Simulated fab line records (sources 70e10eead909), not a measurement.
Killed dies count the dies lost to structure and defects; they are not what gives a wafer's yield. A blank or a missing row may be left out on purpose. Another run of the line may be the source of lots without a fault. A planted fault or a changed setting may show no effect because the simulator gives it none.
A lot that was struck, set against a sound lot :: flow nand_harc :: 13 steps out of a route of 1302
Sound: the wafers L511.3, L511.5, L511.6. Struck: wafer L521.3 (left out: L521.1, L521.4 of the same lot, which were not struck); the cause appears at the end.
At each step with rows: each side's tool, then ch and its chambers, then its first start. Under that, the readings that differ: sound wafers :: struck wafers :: difference of the means :: sigmas: that difference in standard deviations of wafers without a fault.
alike: readings with means less than 2 such deviations apart, plus words and numbers identical on both sides. not compared: withheld readings, readings lacking a value on some wafer, bounds such as >300 that could conceal the same value, and numbers that have no deviation in the record and whose values overlap.
A row with sigmas, a row that says differs or no value, or rows on one side alone: a step with any of these is where the two part. Non-overlapping numbers with no deviation appear without sigmas and do not part them. A reading missing from all wafers of one side parts the sides only when that side holds two or more wafers.

first, 1 step without rows for these wafers: NHARC_A_ONON_D1_DEP_06 (target thk 1000 nm).
NHARC_A_ONON_D1_THK_MEAS_08: measures by ellipsometry.
  sound: film_metro-02 at day 8 04:36; struck: film_metro-01 at day 11 21:21
  alike: thk_nm
next comes 1 step that has no rows for these wafers: NHARC_A_ONON_D1_DEP_09 (target thickness 1000 nm).
NHARC_A_ONON_D1_THK_MEAS_11: measures by ellipsometry.
  sound: film_metro-02 at day 8 05:10; struck: film_metro-01 at day 11 21:55
  alike: thk_nm
next comes 1 step that has no rows for these wafers: NHARC_A_ONON_D1_DEP_12 (target thickness 1000 nm).
NHARC_A_ONON_D1_THK_MEAS_14: measures by ellipsometry.
  sound: film_metro-02 at day 8 05:44; struck: film_metro-02 at day 11 22:31
  alike: thk_nm
then, 2 steps without rows for these wafers: NHARC_A_ONON_D1_ANNEAL_15 (time 3600 s); NHARC_A_ONON_D1_DEP_16 (target thk 1000 nm).
NHARC_A_ONON_D1_THK_MEAS_18: measures by ellipsometry.
  sound: film_metro-01 at day 8 15:08; struck: film_metro-01 at day 12 06:14
  alike: thk_nm
next comes 1 step that has no rows for these wafers: NHARC_A_ONON_D1_DEP_19 (target thickness 1000 nm).
NHARC_A_ONON_D1_THK_MEAS_21: measures by ellipsometry.
  sound: film_metro-01 at day 8 15:43; struck: film_metro-02 at day 12 06:47
  alike: thk_nm
NHARC_A_ONON_D1_DEP_22: target thk 1000 nm.
  sound on pecvd_onon-02 ch 0, day 8 15:53; struck on pecvd_onon-02 ch 0, day 12 06:51
  alike: n2o_flow_sccm
NHARC_A_ONON_D1_THK_MEAS_24: measures by ellipsometry.
  sound: film_metro-01 at day 8 16:16; struck: film_metro-02 at day 12 07:32
reading: thk_nm (nm)
sound: 1000 999 996
struck: 1512
difference: +514
sigmas: +61
  not compared: hold

== WHERE THEY PART ==
Only at NHARC_A_ONON_D1_THK_MEAS_24, as far as this record shows.

WHY: what the simulator had put in
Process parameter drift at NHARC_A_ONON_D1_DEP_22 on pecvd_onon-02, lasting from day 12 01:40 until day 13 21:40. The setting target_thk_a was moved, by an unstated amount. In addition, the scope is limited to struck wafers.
